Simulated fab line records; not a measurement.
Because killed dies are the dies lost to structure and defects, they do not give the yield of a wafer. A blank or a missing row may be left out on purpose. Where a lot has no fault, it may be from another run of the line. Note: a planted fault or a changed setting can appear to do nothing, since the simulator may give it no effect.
Which tool is to blame? -- flow n5_finfet -- Sampling: 8 lots, 24 wafers, 6 of 1938 route steps

## WHAT THE GAUGES SHOWED, per wafer
N5_BEOL_M1_INSPECT_30: inspects for defects (brightfield).
lot,measured,on,raw_defect_count
L173,day 6 18:13,defect_inspect-01,259 338 566
L179,day 8 12:55,defect_inspect-02,269 351 375
L181,day 8 23:38,defect_inspect-01,1203 1290 1453
L183,day 9 18:21,defect_inspect-02,1429 1445 1421
L185,day 10 02:47,defect_inspect-02,405 368 587
L186,day 10 15:10,defect_inspect-01,479 409 463
L188,day 10 19:44,defect_inspect-01,324 390 234
L190,day 11 04:08,defect_inspect-01,294 319 398

N5_BEOL_M4_RC_MEAS_101.
lot,measured,on,DIBL_N (mV/V),DIBL_P (mV/V),IOFF_N (nA/um),IOFF_P (nA/um),ION_N (uA/um),ION_P (uA/um),SS_N (mV/dec),SS_P (mV/dec),VT_N (mV),VT_P (mV)
L173,day 8 13:38,prober-02,36.3 37.3 37.1,35.6 37.0 36.1,0.16 0.18 0.16,0.23 0.25 0.22,683 680 680,474 465 472,71.8 71.7 71.6,73.3 73.5 73.8,247 247 248,-250 -246 -250
L179,day 10 08:41,prober-02,37.7 37.3 37.0,37.1 38.2 38.0,0.17 0.16 0.16,0.24 0.26 0.24,675 678 682,471 471 466,71.8 71.5 71.5,73.0 74.0 72.8,247 248 249,-246 -245 -246
L181,day 10 22:03,prober-01,35.3 36.7 36.0,35.8 37.5 36.4,0.15 0.18 0.15,0.24 0.27 0.24,675 681 677,474 474 471,71.6 72.1 71.7,72.6 73.8 73.5,250 247 250,-246 -243 -247
L183,day 11 13:42,prober-02,37.5 39.5 37.5,39.2 41.9 39.3,0.22 0.26 0.20,0.26 0.31 0.25,680 693 690,463 475 472,71.8 73.1 71.6,74.1 74.5 74.0,243 243 245,-250 -246 -250
L185,day 12 06:14,prober-02,35.3 41.1 36.6,35.2 40.7 37.4,0.15 0.29 0.17,0.20 0.29 0.23,676 699 674,465 466 466,71.4 73.2 71.1,73.8 74.8 73.8,248 240 247,-251 -247 -247
L186,day 12 12:28,prober-02,34.2 33.3 36.3,33.8 32.6 36.6,0.13 0.13 0.17,0.18 0.17 0.23,647 657 665,455 459 457,70.6 70.6 72.2,72.7 72.4 73.4,253 251 248,-253 -251 -250
L188,day 12 22:08,prober-02,34.9 32.7 37.0,35.6 32.1 37.2,0.14 0.12 0.19,0.23 0.18 0.27,668 677 681,463 467 472,71.3 70.6 71.7,73.1 72.5 73.3,253 251 245,-246 -248 -244
L190,day 13 17:14,prober-02,40.5 37.6 38.3,38.1 34.2 34.9,0.21 0.15 0.16,0.27 0.20 0.20,666 660 653,462 462 457,71.8 71.4 71.7,73.7 72.6 72.8,246 250 251,-247 -250 -250

## WHICH TOOL RAN EACH LOT (tool, then ch and the chambers of the sampled wafers, then the start)
lot,N5_BEOL_M1_ETCH_74,N5_BEOL_M1_STRIP_19,N5_BEOL_M1_DESCUM_33,N5_BEOL_M1_STRIP_36
L173,"rie_diel-03 ch 1,2,3, day 6 17:22","rie_diel-05 ch 0,2,3, day 6 17:44","rie_diel-04 ch 2,3, day 6 18:15","rie_diel-03 ch 0,1,3, day 6 18:43"
L179,"rie_diel-05 ch 1,2,3, day 8 11:52","rie_diel-05 ch 0,1,2, day 8 12:11","rie_diel-05 ch 2,3, day 8 13:03","rie_diel-05 ch 0,2,3, day 8 18:26"
L181,"rie_diel-05 ch 0,1,3, day 8 22:42","rie_diel-05 ch 1,3, day 8 23:02","rie_diel-05 ch 0,1, day 8 23:40","rie_diel-03 ch 0,3, day 9 04:05"
L183,"rie_diel-04 ch 0,3, day 9 17:25","rie_diel-05 ch 0,2,3, day 9 17:44","rie_diel-05 ch 0,2,3, day 9 18:23","rie_diel-03 ch 0,2,3, day 9 21:20"
L185,"rie_diel-03 ch 1,2,3, day 10 01:46","rie_diel-04 ch 0,2,3, day 10 02:11","rie_diel-03 ch 0,2,3, day 10 02:59","rie_diel-05 ch 0,1,2, day 10 03:29"
L186,"rie_diel-04 ch 0,1,2, day 10 14:14","rie_diel-04 ch 0,2, day 10 14:34","rie_diel-04 ch 0,1,2, day 10 15:12","rie_diel-03 ch 0,2,3, day 10 17:42"
L188,"rie_diel-03 ch 1,2,3, day 10 18:49","rie_diel-04 ch 0,1,2, day 10 19:08","rie_diel-04 ch 0,1,2, day 10 19:46","rie_diel-03 ch 0,2,3, day 10 23:45"
L190,"rie_diel-04 ch 0,2, day 11 03:20","rie_diel-03 ch 0,2, day 11 03:39","rie_diel-04 ch 0,2, day 11 04:16","rie_diel-04 ch 0,3, day 11 17:07"
- N5_BEOL_M1_ETCH_74: etches underlayer in N2/H2, target depth 6.5 nm, time 5.2 s.
- N5_BEOL_M1_STRIP_19: strips in O2.
- N5_BEOL_M1_DESCUM_33: chemistry O2, time 7 s.
- N5_BEOL_M1_STRIP_36: strips in N2/H2.

## WHAT THE TOOLS THEMSELVES READ (means of the sampled wafers that have a number; where no wafer has one, the mark that the record gives instead)
N5_BEOL_M1_ETCH_74.
lot,tool,drypump_motor_current_A (A),etch_rf_on_time_s (s),oes_product_au (a.u.),rf_vpp_V (V),showerhead_plenum_p_Torr (Torr),throttle_valve_pct (%)
L173,rie_diel-03,5.3,5.15,0.63,524.1,2.59,17.86
L179,rie_diel-05,5.6,5.33,0.61,523.6,2.53,17.97
L181,rie_diel-05,5.7,5.39,0.60,524.3,2.57,18.02
L183,rie_diel-04,5.4,5.24,0.60,523.5,2.50,17.95
L185,rie_diel-03,5.3,5.03,0.71,525.9,2.58,17.78
L186,rie_diel-04,6.1,5.16,0.62,522.9,2.49,18.07
L188,rie_diel-03,5.3,5.05,0.70,526.0,2.58,17.77
L190,rie_diel-04,6.4,5.03,0.59,520.9,2.44,18.05

N5_BEOL_M1_STRIP_19.
lot,tool,drypump_motor_current_A (A),oes_product_au (a.u.),rf_vpp_V (V),showerhead_plenum_p_Torr (Torr),throttle_valve_pct (%)
L173,rie_diel-05,5.6,0.74,3.3,2.13,16.78
L179,rie_diel-05,5.5,0.72,4.5,2.13,16.81
L181,rie_diel-05,5.7,0.73,3.3,2.09,16.80
L183,rie_diel-05,5.6,0.72,3.7,2.13,16.81
L185,rie_diel-04,5.9,0.70,3.5,2.05,16.80
L186,rie_diel-04,6.3,0.71,4.2,2.05,16.74
L188,rie_diel-04,6.1,0.72,3.5,2.06,16.83
L190,rie_diel-03,5.4,0.89,4.1,2.07,16.54

N5_BEOL_M1_DESCUM_33.
lot,tool,drypump_motor_current_A (A),oes_product_au (a.u.),rf_vpp_V (V),showerhead_plenum_p_Torr (Torr),throttle_valve_pct (%)
L173,rie_diel-04,5.5,0.70,242.3,2.05,20.58
L179,rie_diel-05,5.4,0.72,242.5,2.09,20.45
L181,rie_diel-05,5.7,0.71,243.4,2.12,20.62
L183,rie_diel-05,5.6,0.73,243.2,2.12,20.55
L185,rie_diel-03,5.4,0.87,243.9,2.12,20.45
L186,rie_diel-04,6.0,0.72,242.7,2.05,20.57
L188,rie_diel-04,6.1,0.72,242.6,2.05,20.57
L190,rie_diel-04,6.3,0.70,241.7,2.04,20.49

N5_BEOL_M1_STRIP_36.
lot,tool,drypump_motor_current_A (A),oes_product_au (a.u.),rf_vpp_V (V),showerhead_plenum_p_Torr (Torr),throttle_valve_pct (%)
L173,rie_diel-03,5.4,0.81,59.9,2.55,23.69
L179,rie_diel-05,5.7,0.73,59.4,2.56,23.68
L181,rie_diel-03,5.6,0.79,60.9,2.58,23.72
L183,rie_diel-03,5.4,0.87,58.5,2.56,23.56
L185,rie_diel-05,5.6,0.71,59.9,2.55,23.60
L186,rie_diel-03,5.4,0.85,58.8,2.56,23.59
L188,rie_diel-03,5.4,0.85,58.7,2.56,23.58
L190,rie_diel-04,5.8,0.81,56.7,2.50,23.73

## THE ANSWER, worked out from the rows above alone
Rule: the usual values come from the lots themselves. The widest of any qualifying gaps counts: lots, ordered by their means at a reading, are off when they make up no more than a third of the lots, leave a main group of 4 or more, and stand apart from it by 3 or more times the standard deviation of that group's means. The tables above print the reading to a certain number of digits; a main group whose means all agree to those digits is not used. Also off: a lot with no number at a reading for which 4 or more lots have one. All remaining lots with rows at the step are treated as sound. The gauges are gone through in route order, then the tools' own readings, and for those a lot's mean is taken as printed above. At the first step where some lot is off, the reading lying furthest off is the one used; lots without a number count as furthest.
Off, at N5_BEOL_M1_INSPECT_30 on raw_defect_count: L181, L183. The main group has a mean of 379 with a standard deviation of 56.
A tool fits if, at a process step before that reading, it ran every lot that is off, and no sound lot after the first of them. The gauges at N5_BEOL_M1_INSPECT_30 are tried like those tools. One candidate fits, namely rie_diel-05 at N5_BEOL_M1_STRIP_19. A fault onset in the window from L179 (day 8 12:11, its last sound lot) to L181 (day 8 23:02, its first lot off) fits.

## WHAT THE SIMULATOR HAD INSERTED
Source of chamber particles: rie_diel-05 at N5_BEOL_M1_STRIP_19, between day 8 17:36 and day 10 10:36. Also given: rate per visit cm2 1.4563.
Struck lots among those shown: L181, L183. The same result came from the rule above.
